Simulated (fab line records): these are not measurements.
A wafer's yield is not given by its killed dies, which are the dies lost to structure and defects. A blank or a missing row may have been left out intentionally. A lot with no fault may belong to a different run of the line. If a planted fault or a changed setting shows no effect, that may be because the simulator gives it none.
Split-lot trial -- flow n5 finfet -- on a route of 1938 steps: 7 lots, 21 wafers read

## ABOUT THE SPLIT
At N5_BEOL_M5_COAT_05 (resist thk 30 nm), the setting spin rpm was moved away from the recipe's 1500 rpm on 4 of the 21 wafers read, by -7.9% to +6.3%. This setting was run at the recipe's value on the other wafers.

## FROM THE SPLIT TO THE READING: what the file shows between them, 4 steps
- N5_BEOL_M5_EBR_07
- N5_BEOL_M5_SOFTBAKE_06: time 60 s
- N5_BEOL_M5_EXPOSE_08: exposes mask M5, target cd 28 nm
- N5_BEOL_M5_PEB_09: peb time 60 s

## THE READING
CAR-EUV_of_BEOL_M5_COAT_05.thk nm (the simulator's own value, which no gauge read), in nm, at N5_BEOL_M5_DEVELOP_10 (develop time 30 s). The file does not state a usual value for it. The 17 wafers here that ran the recipe average 29.6 nm, standard deviation 0.1 nm.

wafer,"tool, chamber at the split","spin rpm as run, rpm",against the recipe,"CAR-EUV_of_BEOL_M5_COAT_05.thk nm, nm",against lot-mates on the recipe
L081.3,"litho track-04, 0",1500,recipe,29.4,-
L081.6,"litho track-04, 0",1500,recipe,29.4,-
L081.4,"litho track-04, 0",1382,-7.9%,30.8,+1.4
L083.2,"litho track-02, 0",1500,recipe,29.6,-
L083.4,"litho track-02, 0",1500,recipe,29.6,-
L083.6,"litho track-02, 0",1595,+6.3%,28.8,-0.8
L087.2,"litho track-02, 0",1500,recipe,29.6,-
L087.5,"litho track-02, 0",1500,recipe,29.6,-
L087.6,"litho track-02, 0",1500,recipe,29.6,-
L088.1,"litho track-01, 0",1500,recipe,29.6,-
L088.3,"litho track-01, 0",1500,recipe,29.6,-
L088.5,"litho track-01, 0",1500,recipe,29.6,-
L097.3,"litho track-01, 0",1500,recipe,29.6,-
L097.5,"litho track-01, 0",1500,recipe,29.6,-
L097.6,"litho track-01, 0",1500,recipe,29.4,-
L095.2,"litho track-02, 0",1500,recipe,29.8,-
L095.3,"litho track-02, 0",1500,recipe,29.6,-
L095.4,"litho track-02, 0",1500,recipe,29.6,-
L089.1,"litho track-04, 0",1500,recipe,29.4,-
L089.2,"litho track-04, 0",1412,-5.9%,30.4,+1.0
L089.5,"litho track-04, 0",1412,-5.9%,30.4,+1.0

FIT RESULTS
A straight line over all 21 wafers: CAR-EUV_of_BEOL_M5_COAT_05.thk nm changes by -0.142 nm for each +1% of spin rpm; r = -0.97; the points scatter about the line by 0.1 nm.
The same after taking each lot's own level away (the mean of its wafers on the recipe; 21 wafers): -0.161 nm for each +1%; r = -0.99; scatter 0.078 nm.
The reading moves by 1.3 nm for the largest change in spin rpm, on that fit.
From 29.40 to 29.67 nm: that is the span of the lots' own levels, equal to 2.6 times the standard deviation above.
Hence the slope depends on the lot-to-lot level, as the two fits are not the same.
Check: for one of the wafers moved furthest among these (-7.9%), held out of the fit, the line's prediction against its lot-mates is +1.22 nm. It came out at +1.4 nm against them.

## OTHER SPLITS ON THESE WAFERS
Other splits were also applied to these wafers ahead of the reading. Each is held against what the fit with the lots' levels taken away leaves over:
other split on the same wafers,wafers away from the commonest value,r with CAR-EUV_of_BEOL_M5_COAT_05.thk nm (lot level and that fit taken away)
N5_BEOL_M4_DESCUM_16 time s,6,+0.05
N5_BEOL_M4_COAT_68 spin rpm,5,-0.15
N5_BEOL_M5_COAT_71 spin rpm,7,-0.06

## THE WHOLE CHAIN: every reading that the file lists as answering this split, in the file's order
step,what it does,reading,change (the file's fit),r (the file's)
N5_BEOL_M5_COAT_05,resist thk 30 nm,"CAR-EUV_of_BEOL_M5_COAT_05.thk nm (the simulator's own value, which no gauge read)",-0.155 nm for each +1% of the setting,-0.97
N5_BEOL_M5_DEVELOP_10,develop time 30 s,"CAR-EUV_of_BEOL_M5_COAT_05.thk nm (the simulator's own value, which no gauge read)",-0.161 nm for each +1% of the setting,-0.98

## FILE'S OWN FIT
CAR-EUV_of_BEOL_M5_COAT_05.thk nm changes by -0.161 nm for each +1% of spin rpm, r = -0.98.
